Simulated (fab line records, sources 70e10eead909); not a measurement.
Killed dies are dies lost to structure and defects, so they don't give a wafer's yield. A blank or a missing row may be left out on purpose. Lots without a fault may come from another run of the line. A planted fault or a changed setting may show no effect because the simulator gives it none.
Chamber matching | flow nand_harc | NHARC_P_GATE_STRIP_101 on rie_diel-12: 4 sister chambers
The step strips in O2, time 20 s. 8 wafers are shown with their chamber, then 7 later ones without.

WAFERS WITH THEIR CHAMBER
wafer  | chamber | showerhead_plenum_p_Torr (Torr) | drypump_motor_current_A (A)
L079.4 | 0       | 3.58                            | 5.3
L082.1 | 3       | 3.34                            | 5.2
L082.6 | 0       | 3.57                            | 5.3
L084.1 | 3       | 3.34                            | 5.3
L084.2 | 2       | 3.43                            | 5.6
L084.3 | 1       | 3.47                            | 5.6
L088.2 | 2       | 3.43                            | 5.6
L088.5 | 1       | 3.47                            | 5.6

WAFERS WITHOUT THEIR CHAMBER
wafer  | showerhead_plenum_p_Torr (Torr) | drypump_motor_current_A (A)
L088.6 | 3.43                            | 5.6
L094.1 | 3.33                            | 5.2
L094.2 | 3.43                            | 5.6
L094.4 | 3.57                            | 5.3
L096.1 | 3.43                            | 5.6
L096.3 | 3.57                            | 5.3
L096.5 | 3.47                            | 5.7

WHICH CHAMBER EACH WENT THROUGH
wafer  | from the rows above | in truth
L088.6 | 2                   | 2
L094.1 | 3                   | 3
L094.2 | 2                   | 2
L094.4 | 0                   | 0
L096.1 | 2                   | 2
L096.3 | 0                   | 0
L096.5 | 1                   | 1
Placed correctly: 7 of 7. Can't be placed from these rows: 0. Placed wrongly: 0.
How it was worked out, from the rows above alone: a wafer's distance from a chamber is the root of the sum, over the readings, of the square of ((its reading less the chamber's mean) divided by the reading's scatter). The wafer belongs to the nearest chamber; if the next one is less than 2 further off, it can't be placed. A chamber's mean is the mean of its shown wafers. The scatter: the root of (the sum of the squares of (reading less its chamber's mean) over the shown wafers, divided by (wafers less chambers)).
